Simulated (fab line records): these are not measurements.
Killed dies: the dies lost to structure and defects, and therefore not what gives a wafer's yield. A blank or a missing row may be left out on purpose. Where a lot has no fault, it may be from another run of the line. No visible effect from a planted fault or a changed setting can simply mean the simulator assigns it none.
3 desks, one fault ; flow n5 finfet ; numbers are kept per desk, each desk with only its own; the story behind them comes last

## TOOL OWNER'S DESK, litho track-05
The tool's own readings at N5_HKMG_FIN_COAT_41 (time 60 s, resist thk 300 nm): means of the sampled wafers that have a number, for each lot that ran on this tool. A lot is out of limits, marked OUT, if its mean lies more than 4 standard deviations from the usual mean; the brackets give that distance.
Columns: A = heater power total W at N5_HKMG_FIN_COAT_41, usual 500.7 W; B = plate temp C at N5_HKMG_FIN_COAT_41, usual 249.97 C
lot;first seen here;A;B
L225;day 5 17:05;500.0;249.94
L229;day 6 19:36;450.2 (-28) OUT;229.38 (-99 or more) OUT
L230;day 7 01:20;449.7 (-28) OUT;229.04 (-99 or more) OUT
This desk's verdict: out of limits on L229, L230, starting with L229 at day 6 19:36 (heater power total W at N5_HKMG_FIN_COAT_41). L225 stayed within limits.

## THE DEFECT DESK
Inspection counts along the route, by lot: the mean over sampled wafers that carry a number. A lot is out of limits, marked OUT, if its mean lies more than 4 standard deviations from the usual mean; the brackets give that distance.
Columns: A = raw defect count at N5_DUMMY_REMOVAL_INSPECT_06, usual 12
lot;first seen here;A
L224;day 5 10:04;13
L225;day 5 15:49;11
L229;day 6 18:32;8
L230;day 7 00:23;13
L232;day 7 10:28;23
L240;day 9 12:11;15
This desk's finding: nothing out of limits on any of the 6 lots.

## THE METROLOGY DESK
What the gauges read for every lot (on any tool): the sampled wafers with a number, averaged. A lot is out of limits, marked OUT, if its mean lies more than 4 standard deviations from the usual mean; the brackets give that distance. Shown here are 7 of its 10 readings, the ones lying furthest out on some lot.
Columns: A = DIBL_P at N5_BEOL_M4_RC_MEAS_101, usual 36.3 mV/V; B = IOFF_P at N5_BEOL_M4_RC_MEAS_101, usual 0.211 nA/um; C = ION_N at N5_BEOL_M4_RC_MEAS_101, usual 672 uA/um; D = ION_P at N5_BEOL_M4_RC_MEAS_101, usual 462 uA/um; E = SS_N at N5_BEOL_M4_RC_MEAS_101, usual 71.5 mV/dec; F = VT_N at N5_BEOL_M4_RC_MEAS_101, usual 249.9 mV; G = VT_P at N5_BEOL_M4_RC_MEAS_101, usual -249.8 mV
lot;first seen here;A;B;C;D;E;F;G
L224;day 11 16:53;35.8;0.196;665;456;71.2;250.2;-251.9
L225;day 13 01:53;36.5;0.208;678;462;71.5;247.8;-249.8
L229;day 14 12:25;37.2;0.193;667;454;71.7;250.7;-252.6
L230;day 14 23:28;34.5;0.191;668;458;71.3;250.7;-251.3
L232;day 15 18:53;35.1;0.234;672;467;71.5;248.2;-245.7
L240;day 17 16:49;35.1;0.206;674;457;72.2;249.1;-249.9
This desk's finding: nothing out of limits on any of the 6 lots.

## TAKEN TOGETHER
The tool owner's desk could have raised an alarm at day 6 19:36, on L229, L230.
Nothing out of limits was seen by the defect desk.
From the metrology desk's view, nothing was out of limits.
The defect desk has L229, L230 on record, within its limits.
The metrology desk has L229, L230 on record, within its limits.
N5_HKMG_FIN_COAT_41 was run on litho track-05 by each of the lots named.

## WHAT THE SIMULATOR HAD PUT IN
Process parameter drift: litho track-05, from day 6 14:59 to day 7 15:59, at N5_HKMG_FIN_COAT_41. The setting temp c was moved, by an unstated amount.
Shown lots that were struck: L229, L230.
Each desk's first reading out of limits, in hours after the fault started: the tool owner's desk, 5.
